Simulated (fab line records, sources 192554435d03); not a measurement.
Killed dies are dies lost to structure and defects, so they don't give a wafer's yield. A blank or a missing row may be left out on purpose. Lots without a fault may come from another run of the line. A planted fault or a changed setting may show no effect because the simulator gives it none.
A struck lot beside a sound one | flow n5_finfet | 18 steps out of a route of 1938
Sound: wafers L385.1, L385.2, L385.4. Struck: wafer L382.1. (L382.3, L382.5 of the same lot were not struck and are left out.) The cause comes at the end.
At each step with rows: each side's tool, then ch and its chambers, then its first start. Under that, the readings that differ: sound wafers | struck wafers | difference of the means | sigmas: that difference in standard deviations of wafers without a fault.
alike: readings whose means differ by less than 2 such deviations, and words and numbers that are the same on both sides. not compared: withheld readings, readings that some wafer has no value for, bounds like >300 that may hide the same value, and numbers for which the record gives no deviation and whose values overlap.
The two part at a step that has a row with sigmas, a row that says differs or no value, or rows on one side only. Numbers that don't overlap but have no deviation are shown without sigmas and don't part them. A reading that every wafer of one side lacks parts them only if that side has two wafers or more.

first, 1 step without rows for these wafers: N5_SD_EPI_N_DEVELOP_08 (develop time 30 s).
N5_SD_EPI_N_CD_MEAS_09: target cd 120 nm.
  sound on cd_sem-01 ch 0, day 8 14:29; struck on cd_sem-01 ch 0, day 7 18:56
  alike: cd_nm
N5_SD_EPI_N_OVL_MEAS_10:
  sound on overlay-02 ch 0, day 8 14:31; struck on overlay-01 ch 0, day 7 18:58
  alike: SD_N_BLK_OVL
N5_SD_EPI_N_INSPECT_11: inspects for defects (macro).
  sound on defect_inspect-02, day 8 14:32; struck on defect_inspect-02, day 7 18:59
  alike: raw_defect_count
then, 1 step without rows for these wafers: N5_SD_EPI_N_DESCUM_14 (chemistry O2, time 7.9 s).
N5_SD_EPI_N_ETCH_34: etches SiARC in CF4, target depth 45.5 nm, time 75.8 s.
  sound on rie_diel-05 ch 0,1,2, day 8 14:37; struck on rie_diel-05 ch 2, day 7 19:04
  reading      | sound             | struck | difference | sigmas
  rf_vpp_V (V) | 182.3 185.5 186.3 | 181.2  | -3.5       | -3
  alike: drypump_motor_current_A, etch_rf_on_time_s, oes_product_au, showerhead_plenum_p_Torr, throttle_valve_pct
  not compared: rf_hours_counter_h
N5_SD_EPI_N_ETCH_35: etches SOC in N2/H2, overetch 108 nm, time 486 s.
  sound on rie_diel-05 ch 0,1,2, day 8 14:40; struck on rie_diel-05 ch 2, day 7 19:07
  reading      | sound             | struck | difference | sigmas
  rf_vpp_V (V) | 238.0 242.0 242.1 | 237.5  | -3.2       | -2
  alike: drypump_motor_current_A, oes_product_au, showerhead_plenum_p_Torr, throttle_valve_pct
  not compared: rf_hours_counter_h
then, 1 step without rows for these wafers: N5_SD_EPI_N_STRIP_36 (strips in N2/H2).
N5_SD_EPI_N_ETCHBACK_44: etches SiNx in CH3F/O2, stops on SiO2, target depth 14.5 nm.
  sound on rie_diel-05 ch 0,1,2, day 8 14:59; struck on rie_diel-05 ch 2, day 7 19:26
  reading                         | sound          | struck | difference | sigmas
  showerhead_plenum_p_Torr (Torr) | 1.82 2.07 2.07 | 1.82   | -0.17      | -2
  alike: drypump_motor_current_A, oes_product_au, rf_vpp_V, throttle_valve_pct
  not compared: rf_hours_counter_h
then, 1 step without rows for these wafers: N5_SD_EPI_N_ETCH_45 (etches SiOCN in CH3F/O2, target depth 6 nm).
N5_SD_EPI_N_ETCH_16: etches SiO2 in CHF3/O2, target depth 5 nm.
  sound on rie_diel-05 ch 0,1,2, day 8 15:11; struck on rie_diel-05 ch 2, day 7 19:38
  reading                         | sound          | struck | difference | sigmas
  showerhead_plenum_p_Torr (Torr) | 2.20 2.48 2.49 | 2.20   | -0.19      | -2
  alike: drypump_motor_current_A, oes_product_au, rf_vpp_V, throttle_valve_pct
  not compared: rf_hours_counter_h
then, 1 step without rows for these wafers: N5_SD_EPI_N_STRIP_47 (strips in CHF3/O2).
N5_SD_EPI_N_SD_RECESS_17: chemistry HBr/Cl2/O2, target depth 41 nm, time 23.7 s, bt time 3 s.
  sound on rie_si-03 ch 1,2,3, day 8 15:16; struck on rie_si-02 ch 2, day 7 19:43
  reading                                 | sound             | struck | difference | sigmas
  model.etch.depth_nm (nm)                | 40.55 41.18 41.59 | 39     | -2         |
  model.SD_EPI_N.feature_depth_nm (nm)    | 40.6 41.2 41.6    | 39     | -2         |
  model.Si_of_WELL_APT_EPI_41.thk_nm (nm) | 9.2 8.6 8.2       | 10     | +1         |
  alike: drypump_motor_current_A, oes_product_au, throttle_valve_pct
  not compared: rf_hours_counter_h
N5_SD_EPI_N_STRIP_38: strips in N2/H2.
  sound on plasma_asher-01 ch 0,1, day 8 15:22; struck on plasma_asher-01 ch 1, day 7 19:48
  alike: drypump_motor_current_A, heater_power_w, oes_product_au
  not compared: rf_hours_counter_h
then, 1 step without rows for these wafers: N5_SD_EPI_N_WET_ETCH_43 (etches SiO2 in dHF, time 14 s, target depth 1.5 nm).
N5_SD_EPI_N_STRIP_18: strips in SPM, time 750 s.
  sound on wet_bench-06 ch 0,1,5, day 8 15:27; struck on wet_bench-06 ch 0, day 7 19:54
  reading                                 | sound       | struck | difference | sigmas
  model.Si_of_WELL_APT_EPI_41.thk_nm (nm) | 8.8 8.2 7.8 | 9.8    | +1.5       |
then, 2 steps without rows for these wafers: N5_SD_EPI_N_SRD_20 (time 30 s); N5_PASSIVATION_PROBE_49.

WHERE THEY PART
First at N5_SD_EPI_N_ETCH_34; last, within this record, at N5_SD_EPI_N_ETCH_16. Later steps at which nothing parts them and some readings are alike: N5_SD_EPI_N_SD_RECESS_17, N5_SD_EPI_N_STRIP_38.

WHY: what the simulator had put in
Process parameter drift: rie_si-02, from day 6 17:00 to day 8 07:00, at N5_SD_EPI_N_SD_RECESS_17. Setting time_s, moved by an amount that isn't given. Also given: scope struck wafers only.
